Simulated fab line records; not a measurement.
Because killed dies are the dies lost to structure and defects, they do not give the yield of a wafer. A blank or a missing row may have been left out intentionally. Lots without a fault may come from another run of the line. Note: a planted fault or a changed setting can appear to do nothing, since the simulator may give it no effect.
Struck lot and sound lot, side by side | flow nand_harc | 16 out of 1159 route steps
Sound: these wafers, L212.1, L212.4, L212.5. Wafers struck: L220.1, L220.3, L220.6. The cause is given at the end.
Per side, at each step with rows, come the tool, then ch with its chambers, and then its first start. Under that, the readings that differ: sound wafers | struck wafers | difference of the means | sigmas: that difference in standard deviations of wafers without a fault.
alike: same words and numbers on both sides, and readings whose means sit less than 2 such deviations apart. not compared: any withheld reading, any reading some wafer has no value for, any bound like >300 that may hide the same value, and any number with overlapping values for which the record gives no deviation.
A row with sigmas, a row that says differs or no value, or rows on one side alone: a step with any of these is where the two part. Numbers that have no deviation but don't overlap get no sigmas and don't part them. A reading that every wafer of one side lacks parts them only if that side has two wafers or more.

NHARC_P_M2_ETCH_35: etches the open film in N2/H2, target depth 40 nm, overetch 12 nm, time 43.94 s.
  sound on rie_diel-04 ch 1,2, day 9 05:26; struck on rie_diel-07 ch 0,2,3, day 10 06:22
  reading               | sound             | struck            | difference | sigmas
  oes_product_au (a.u.) | 1.010 0.995 1.011 | 0.990 0.977 0.995 | -0.018     | -2
  alike: drypump_motor_current_A, rf_vpp_V, showerhead_plenum_p_Torr, throttle_valve_pct
  not compared: rf_hours_counter_h
NHARC_P_M2_ETCH_15: etches the open film in C4F8/Ar, target depth 182.5 nm, time 91.2 s.
  sound on rie_diel-04 ch 0,2,3; struck on rie_diel-07 ch 1,2,3
  alike: oes_product_au, rf_vpp_V
  not compared: rf_hours_counter_h
NHARC_P_M2_CD_MEAS_16:
  sound on cd_sem-03, day 9 05:40; struck on cd_sem-03, day 10 06:35
  alike: cd_nm
then, 1 step without rows for these wafers: NHARC_P_M2_STRIP_18 (strips in N2/H2).
NHARC_P_M2_ETCH_28: etches the open film in CF4/N2, target depth 30 nm, time 72.99 s.
  sound on rie_diel-07 ch 1,2; struck on rie_diel-07 ch 0,2,3
  alike: cf4_flow_sccm, drypump_motor_current_A, oes_product_au, rf_vpp_V, showerhead_plenum_p_Torr, throttle_valve_pct
  not compared: rf_hours_counter_h
then, 3 steps without rows for these wafers: NHARC_P_M2_STRIP_19 (strips in post etch residue remover, time 600 s); NHARC_P_M2_DEGAS_29 (time 60 s); NHARC_P_M2_PRE_CLEAN_30 (time 30 s).
NHARC_P_M2_PVD_20: deposits TaN, target thk 5 nm, time 8.06 s.
  sound on pvd_sputter-01; struck on pvd_sputter-03
  reading                | sound          | struck         | difference | sigmas
  throttle_valve_pct (%) | 30.6 30.6 30.7 | 27.5 29.3 28.9 | -2.1       | -2
then, 2 steps without rows for these wafers: NHARC_P_M2_PVD_21 (deposits Cu, target thk 30 nm, time 20.49 s); NHARC_P_M2_ECD_22 (material Cu, target thk 400 nm).
NHARC_P_M2_ANNEAL_31: time 90 s.
  sound on rtp_anneal-02 ch 0, day 9 07:08; struck on rtp_anneal-01 ch 0, day 10 08:23
  alike: wafer_temp_C_max
NHARC_P_M2_CMP_23: polishes, t overpolish 20 s, target thk 144.3 nm.
  sound on cmp-02 ch 0,3, day 9 07:28; struck on cmp-02 ch 1,3, day 10 08:44
  no value came back on the struck wafers for edge_zone_pressure_frac, motor_current_A (A), slurry_filter_dp_kPa (kPa), time_to_endpoint_s (s); on the sound wafers edge_zone_pressure_frac reads 0.997 1.000 0.996
NHARC_P_M2_THK_MEAS_24: measures by xrf.
  sound on film_metro-01, day 9 07:47; struck on film_metro-02, day 10 09:02
  reading     | sound             | struck            | difference | sigmas
  thk_nm (nm) | 146.3 143.2 143.7 | 392.1 401.8 389.8 | +250.2     | +99 or more
after that, 1 step had no rows for these wafers: NHARC_P_M2_SRD_25.
-- jump in the record: it breaks off in module P_M2 and resumes in module END (first step shown: number 1159 of the route), and 17 days separate the struck wafers' starts before and after --
NHARC_END_SORT_01:
  sound on prober-01 ch 0, day 26 03:18; struck on prober-01 ch 0, day 27 02:31
  reading                  | sound          | struck         | difference | sigmas
  defect_limited_yield (%) | 93.6 93.6 95.4 | 0 0 0          | -94        | -55
  killed_at_periphery      | 0 3 1          | 646 656 643    | +647       | +99 or more
  killed_dies              | 43 43 31       | 677 677 677    | +638       | +53
  sort_bin_2_pct (%)       | 1.9 2.2 1.0    | 95.9 97.0 95.9 | +94.6      | +99 or more
  sort_n_pass              | 634 634 646    | 0 0 0          | -638       | -53
  sort_rim_yield_pct (%)   | 95.3 94.3 98.1 | 0 0 0          | -96        | -48
  sort_yield_pct (%)       | 93.6 93.6 95.4 | 0 0 0          | -94        | -55
  alike: killed_at_array, killed_at_other, killed_open, killed_short, sort_bin_3_pct, sort_bin_4_pct

== WHERE THEY PART ==
At NHARC_P_M2_ETCH_35 first; at NHARC_END_SORT_01 last (within this record only).

WHY: the cause the simulator had injected
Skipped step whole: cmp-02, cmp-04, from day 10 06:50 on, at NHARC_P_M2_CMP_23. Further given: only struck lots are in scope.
